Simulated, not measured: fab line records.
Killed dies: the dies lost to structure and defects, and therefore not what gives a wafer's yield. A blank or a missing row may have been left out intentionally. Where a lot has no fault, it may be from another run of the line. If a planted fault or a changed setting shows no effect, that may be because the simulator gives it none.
Which of the tools did it? -- flow n5 finfet -- 11 lots with 33 wafers sampled at 3 steps, on a route of 1938 steps

## WHAT THE GAUGES READ, wafer by wafer
N5_MOL_CONTACT_COAG_CD_MEAS_99 targets a cd of 17.2 nm.
lot,measured,on,cd nm (nm)
L075,day 4 21:45,cd sem-01,17.1 17.2 17.1
L077,day 5 11:58,cd sem-03,17.3 16.9 17.5
L079,day 6 03:46,cd sem-03,17.3 17.9 17.1
L081,day 6 11:24,cd sem-03,16.6 17.0 17.3
L083,day 6 19:47,cd sem-03,17.4 17.1 16.4
L085,day 7 16:09,cd sem-02,17.5 16.9 17.7
L087,day 7 22:56,cd sem-03,16.3 16.8 16.7
L089,day 8 12:13,cd sem-01,17.7 17.2 17.2
L091,day 9 01:14,cd sem-01,17.0 16.7 16.8
L093,day 9 11:38,cd sem-02,16.9 17.5 18.2
L095,day 10 00:11,cd sem-03,17.1 17.6 16.8

## TOOL THAT RAN EACH LOT (tool first, then ch and the chambers of the sampled wafers, then the start)
lot,N5_MOL_CONTACT_COAG_ETCH_59,N5_MOL_CONTACT_COAG_CONTACT_ETCH_14
L075,"rie diel-05 ch 0,1,3, day 4 21:23","rie diel-05 ch 0,1,3, day 4 21:32"
L077,"rie diel-05 ch 1,2,3, day 5 11:36","rie diel-05 ch 1,2,3, day 5 11:45"
L079,"rie diel-05 ch 0,2,3, day 6 03:24","rie diel-05 ch 0,2,3, day 6 03:33"
L081,"rie diel-05 ch 1,2,3, day 6 11:02","rie diel-05 ch 1,2,3, day 6 11:11"
L083,"rie diel-05 ch 0,2, day 6 19:24","rie diel-05 ch 0,2, day 6 19:33"
L085,"rie diel-05 ch 1,3, day 7 15:47","rie diel-05 ch 1,3, day 7 15:56"
L087,"rie diel-03 ch 0,1,3, day 7 22:35","rie diel-03 ch 0,1,3, day 7 22:44"
L089,"rie diel-03 ch 0,1,3, day 8 11:51","rie diel-03 ch 0,1,3, day 8 12:00"
L091,"rie diel-05 ch 1,2, day 9 00:52","rie diel-05 ch 1,2, day 9 01:01"
L093,"rie diel-03 ch 0,1, day 9 11:16","rie diel-03 ch 0,1, day 9 11:25"
L095,"rie diel-01 ch 0,1,3, day 9 23:49","rie diel-01 ch 0,1,3, day 9 23:58"
- N5_MOL_CONTACT_COAG_ETCH_59: etches underlayer in N2/H2, target depth 13 nm, time 10.4 s.
- N5_MOL_CONTACT_COAG_CONTACT_ETCH_14: etches SiO2 in C4F6/O2, target depth 27.5 nm, overetch 8.5 nm, time 20 s.

## THE ANSWER, worked out from the rows above alone
Rule: what is usual is taken from the lots themselves. Put in order of their means at a reading, lots are off if they are a third of the lots or fewer, leave a main group of 4 or more, and stand apart from it by a gap of 3 or more times the standard deviation of the main group's means; of several such gaps the widest counts. A main group whose means are all the same, to the digits that the tables above print for the reading, isn't used. Also off: a lot with no number at a reading for which 4 or more lots have one. Any other lot the step has rows for is counted as sound.
No lot is off on any of the readings shown, so nothing can be concluded from this.

## WHAT WAS PUT IN BY THE SIMULATOR
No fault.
